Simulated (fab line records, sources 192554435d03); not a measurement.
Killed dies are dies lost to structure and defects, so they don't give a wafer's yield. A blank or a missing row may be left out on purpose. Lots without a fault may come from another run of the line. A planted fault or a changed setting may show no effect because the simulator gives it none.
A struck lot beside a sound one | flow n5_finfet | 37 steps out of a route of 1938
Sound: wafers L785.4, L785.5, L785.6. Struck: wafers L795.4, L795.6. (L795.2 of the same lot was not struck and is left out.) The cause comes at the end.
At each step with rows: each side's tool, then ch and its chambers, then its first start. Under that, the readings that differ: sound wafers | struck wafers | difference of the means | sigmas: that difference in standard deviations of wafers without a fault.
alike: readings whose means differ by less than 2 such deviations, and words and numbers that are the same on both sides. not compared: withheld readings, readings that some wafer has no value for, bounds like >300 that may hide the same value, and numbers for which the record gives no deviation and whose values overlap.
The two part at a step that has a row with sigmas, a row that says differs or no value, or rows on one side only. Numbers that don't overlap but have no deviation are shown without sigmas and don't part them. A reading that every wafer of one side lacks parts them only if that side has two wafers or more.

first, 9 steps without rows for these wafers: N5_BEOL_M4_ANNEAL_95 (time 240 s); N5_BEOL_M4_SPUTTER_96 (material Cu, target thk 4.5 nm, time 8.29 s); N5_BEOL_M4_ECD_50 (material Cu, target thk 300 nm); N5_BEOL_M4_ANNEAL_51 (time 90 s); N5_BEOL_M4_CMP_52 (polishes, stops on SiOC, t overpolish 6.8 s, target thk 40 nm); N5_BEOL_M4_PRE_CLEAN_60 (time 15 s); N5_BEOL_M4_CO_CAP_55 (material Co, precursor CCTBA/H2, target thk 2 nm, time 102.1 s); N5_BEOL_M4_PRE_CLEAN_56 (time 15 s); N5_BEOL_M4_DEP_57 (deposits SiCN from 3MS/NH3, target thk 8 nm, time 14 s).
N5_BEOL_M4_RC_MEAS_101:
  sound on prober-01 ch 0, day 11 07:29; struck on prober-02 ch 0, day 14 05:34
  alike: DIBL_N, DIBL_P, IOFF_N, IOFF_P, ION_N, ION_P, SS_N, SS_P, VT_N, VT_P
N5_BEOL_M5_ILD_DEP_00: deposits SiCOH lowk from DEMS/porogen, target thk 140.64 nm, time 25.9 s.
  sound on pecvd-02 ch 0,1,2, day 11 07:59; struck on pecvd-02 ch 0,1, day 14 06:23
  reading                                            | sound           | struck    | difference | sigmas
  model.SiCOH_lowk_of_BEOL_M5_ILD_DEP_00.thk_nm (nm) | 145 144.8 143.6 | 48.4 48.4 | -96.1      |
  alike: heater_power_w, showerhead_plenum_p_Torr, throttle_valve_pct
then, 1 step without rows for these wafers: N5_BEOL_M5_CURE_79 (cures SiCOH lowk, time 240 s).
N5_BEOL_M5_THK_MEAS_01:
  sound on film_metro-02, day 11 08:33; struck on film_metro-02, day 14 06:57
  reading         | sound             | struck    | difference | sigmas
  M5_ILD_THK (nm) | 124.9 124.6 123.6 | 41.4 41.3 | -83.0      | -55
then, 22 steps without rows for these wafers: N5_BEOL_M5_PECVD_70 (deposits SiO2 from TEOS/O2, target thk 16 nm, time 18 s); N5_BEOL_M5_HM_DEP_02 (deposits TiN, target thk 20 nm); N5_BEOL_M5_COAT_59 (time 60 s, resist thk 60 nm); N5_BEOL_M5_COAT_60 (time 60 s, resist thk 12 nm); N5_BEOL_M5_COAT_71 (time 60 s, resist thk 5 nm); N5_BEOL_M5_COAT_05 (resist thk 30 nm); N5_BEOL_M5_EBR_07; N5_BEOL_M5_SOFTBAKE_06 (time 60 s); N5_BEOL_M5_EXPOSE_08 (exposes mask M5, target cd 28 nm); N5_BEOL_M5_PEB_09 (peb time 60 s); N5_BEOL_M5_DEVELOP_10 (develop time 30 s); N5_BEOL_M5_DESCUM_16 (chemistry O2, time 7 s); N5_BEOL_M5_ETCH_72 (etches underlayer in N2/H2, target depth 6.5 nm, time 5.2 s); N5_BEOL_M5_ETCH_61 (etches SiARC in CF4, target depth 15.6 nm, time 26 s); N5_BEOL_M5_ETCH_62 (etches SOC in N2/H2, target depth 75 nm, overetch 15 nm, time 112.5 s); N5_BEOL_M5_STRIP_63 (strips in N2/H2); N5_BEOL_M5_STRIP_73 (strips in N2/H2); N5_BEOL_M5_STRIP_64 (strips in CF4); N5_BEOL_M5_HM_OPEN_17 (chemistry Cl2/BCl3, target TiN, target depth 20 nm, overetch 6 nm); N5_BEOL_M5_STRIP_19 (strips in O2); N5_BEOL_M5_COAT_65 (time 60 s, resist thk 60 nm); N5_BEOL_M5_COAT_66 (time 60 s, resist thk 12 nm).
N5_BEOL_M5_CMP_52: polishes, stops on SiCOH lowk, t overpolish 6.9 s, target thk 62 nm.
  sound on cmp-01 ch 0,1, day 11 20:50; struck on cmp-02 ch 1,2, day 14 18:55
  reading                                            | sound             | struck    | difference | sigmas
  model.SiCOH_lowk_of_BEOL_M5_ILD_DEP_00.thk_nm (nm) | 121.8 121.6 120.6 | 38.4 38.4 | -82.9      |
  alike: edge_zone_pressure_frac, motor_current_A, platen_rpm
-- the record jumps here: 4 days lie between the struck wafers' starts before and after (it left off in module BEOL_M5 and takes up again in module PASSIVATION, whose first step shown is number 1936 of the route) --
N5_PASSIVATION_PROBE_49:
  the record has rows for the struck wafers here (prober-02, day 18 20:56) and none for the sound ones

WHERE THEY PART
First at N5_BEOL_M5_THK_MEAS_01; last, within this record, at N5_PASSIVATION_PROBE_49.

WHY: what the simulator had put in
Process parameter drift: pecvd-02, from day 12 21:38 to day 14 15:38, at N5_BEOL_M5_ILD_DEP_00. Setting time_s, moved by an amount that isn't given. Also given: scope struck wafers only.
